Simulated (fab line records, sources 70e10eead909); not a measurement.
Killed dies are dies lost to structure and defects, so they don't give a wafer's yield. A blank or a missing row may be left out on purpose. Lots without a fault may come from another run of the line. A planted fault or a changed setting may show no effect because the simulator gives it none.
A struck lot beside a sound one | flow nand_harc | 32 steps out of a route of 1159
Sound: wafers L420.3, L420.4, L420.6. Struck: wafers L433.1, L433.2, L433.6. The cause comes at the end.
At each step with rows: each side's tool, then ch and its chambers, then its first start. Under that, the readings that differ: sound wafers | struck wafers | difference of the means | sigmas: that difference in standard deviations of wafers without a fault.
alike: readings whose means differ by less than 2 such deviations, and words and numbers that are the same on both sides. not compared: withheld readings, readings that some wafer has no value for, bounds like >300 that may hide the same value, and numbers for which the record gives no deviation and whose values overlap.
The two part at a step that has a row with sigmas, a row that says differs or no value, or rows on one side only. Numbers that don't overlap but have no deviation are shown without sigmas and don't part them. A reading that every wafer of one side lacks parts them only if that side has two wafers or more.

first, 2 steps without rows for these wafers: NHARC_A_WL_FILL_ANNEAL_08 (time 1800 s); NHARC_A_WL_FILL_ALD_10 (deposits SiO2, target thk 50 nm, pulse time 10 s, ald cycles 500).
NHARC_A_WL_FILL_ETCHBACK_16: etches the open film in C4F8/O2/Ar, target depth 88 nm, time 17.6 s.
  sound on rie_diel-06 ch 0,1,3; struck on rie_diel-06 ch 0,2,3
  reading               | sound             | struck            | difference | sigmas
  oes_product_au (a.u.) | 0.911 0.919 0.932 | 0.993 0.973 1.007 | +0.070     | +2
  alike: rf_vpp_V
  not compared: rf_hours_counter_h
NHARC_A_WL_FILL_STRIP_29: strips in O2, time 20 s.
  sound on rie_diel-06 ch 0,2, day 17 23:35; struck on rie_diel-06 ch 0,3, day 20 18:01
  reading      | sound          | struck         | difference | sigmas
  rf_vpp_V (V) | 58.7 58.0 56.9 | 60.5 58.4 61.6 | +2.3       | +2
  alike: drypump_motor_current_A, oes_product_au, showerhead_plenum_p_Torr, throttle_valve_pct
  not compared: rf_hours_counter_h
then, 4 steps without rows for these wafers: NHARC_A_WL_FILL_ETCHBACK_17 (etches the open film in Cl2/BCl3, target depth 4 nm, time 26.7 s); NHARC_A_WL_FILL_PRECLEAN_18 (cleans in dHF, time 30 s); NHARC_A_WL_FILL_SRD_21; NHARC_A_WL_FILL_CVD_23 (deposits poly-Si, target thk 40 nm, time 800 s).
NHARC_A_WL_FILL_ETCHBACK_26: etches the open film in HBr, target depth 52 nm, time 13.3 s.
  sound on rie_si-05 ch 1,2, day 18 05:04; struck on rie_si-03 ch 0,1, day 20 23:10
  alike: drypump_motor_current_A, oes_product_au, throttle_valve_pct
  not compared: rf_hours_counter_h
then, 2 steps without rows for these wafers: NHARC_A_WL_FILL_PRECLEAN_30 (cleans in dHF, time 10 s); NHARC_A_WL_FILL_SRD_14.
NHARC_A_WL_FILL_ALD_19: deposits TiN, target thk 2 nm, pulse time 3 s, ald cycles 100.
  sound on ald_metal-03 ch 0,3, day 18 05:23; struck on ald_metal-04 ch 1,2,3, day 20 23:28
  alike: heater_power_w, precursor_pulse_height_rel
  not compared: since_wet_clean_h
NHARC_A_WL_FILL_CVD_20: deposits W, target thk 75 nm, time 5064 s.
  sound on cvd_w-02 ch 0,1; struck on cvd_w-02 ch 0,1
  alike: heater_power_w, throttle_valve_pct
  not compared: since_wet_clean_h
then, 15 steps without rows for these wafers: NHARC_A_WL_FILL_CMP_12 (polishes, t overpolish 30 s, target thk 75 nm); NHARC_A_WL_FILL_SRD_31; NHARC_A_CONTACT_DEP_24 (deposits SiO2, target thk 500 nm); NHARC_A_CONTACT_DEP_28 (deposits aC, target thk 3600 nm); NHARC_A_CONTACT_DEP_29 (deposits SiON, target thk 70 nm); NHARC_A_CONTACT_DEHYDRATE_32 (time 120 s); NHARC_A_CONTACT_HMDS_33 (time 30 s); NHARC_A_CONTACT_COAT_34 (time 75 s); NHARC_A_CONTACT_COAT_35 (time 65 s); NHARC_A_CONTACT_COAT_36 (resist thk 90 nm); NHARC_A_CONTACT_SOFTBAKE_37 (time 55 s); NHARC_A_CONTACT_EBR_38; NHARC_A_CONTACT_EXPOSE_39 (exposes mask A CC 3); NHARC_A_CONTACT_PEB_40 (peb time 65 s); NHARC_A_CONTACT_DEVELOP_41 (develop time 35 s).
NHARC_A_CONTACT_CD_MEAS_42: target cd 200 nm.
  sound on cd_sem-03 ch 0, day 18 17:45; struck on cd_sem-01 ch 0, day 21 14:01
  alike: cd_nm
NHARC_A_CONTACT_OVL_MEAS_43:
  sound on overlay-02, day 18 17:50; struck on overlay-01, day 21 14:07
  reading           | sound       | struck         | difference | sigmas
  overlay_y_nm (nm) | 1.6 1.5 1.5 | -1.3 -1.1 -1.2 | -2.7       | -3
  alike: overlay_x_nm
NHARC_A_CONTACT_DESCUM_47: chemistry O2, time 3 s.
  sound on rie_diel-08 ch 0,1,2, day 18 17:56; struck on rie_diel-02 ch 0,2, day 21 17:34
  reading | sound | struck                                                                     | difference                   | sigmas
  hold    | - - - | await_dispo/3.2h/release await_dispo/3.2h/release await_dispo/3.2h/release | no value on the sound wafers |
  alike: drypump_motor_current_A, oes_product_au, rf_vpp_V, showerhead_plenum_p_Torr, throttle_valve_pct
  not compared: rf_hours_counter_h
-- the record jumps here: 4 days lie between the struck wafers' starts before and after (it left off in module A_CONTACT and takes up again in module END, whose first step shown is number 1159 of the route) --
NHARC_END_SORT_01:
  sound on prober-01 ch 0, day 21 18:50; struck on prober-01 ch 0, day 25 14:48
  reading         | sound    | struck   | difference | sigmas
  killed_at_array | 22 35 27 | 81 83 86 | +55        | +6
  killed_dies     | 25 39 30 | 84 87 90 | +56        | +6
  alike: killed_at_other, killed_at_periphery, killed_open, killed_short

WHERE THEY PART
First at NHARC_A_WL_FILL_ETCHBACK_16; last, within this record, at NHARC_END_SORT_01.

WHY: what the simulator had put in
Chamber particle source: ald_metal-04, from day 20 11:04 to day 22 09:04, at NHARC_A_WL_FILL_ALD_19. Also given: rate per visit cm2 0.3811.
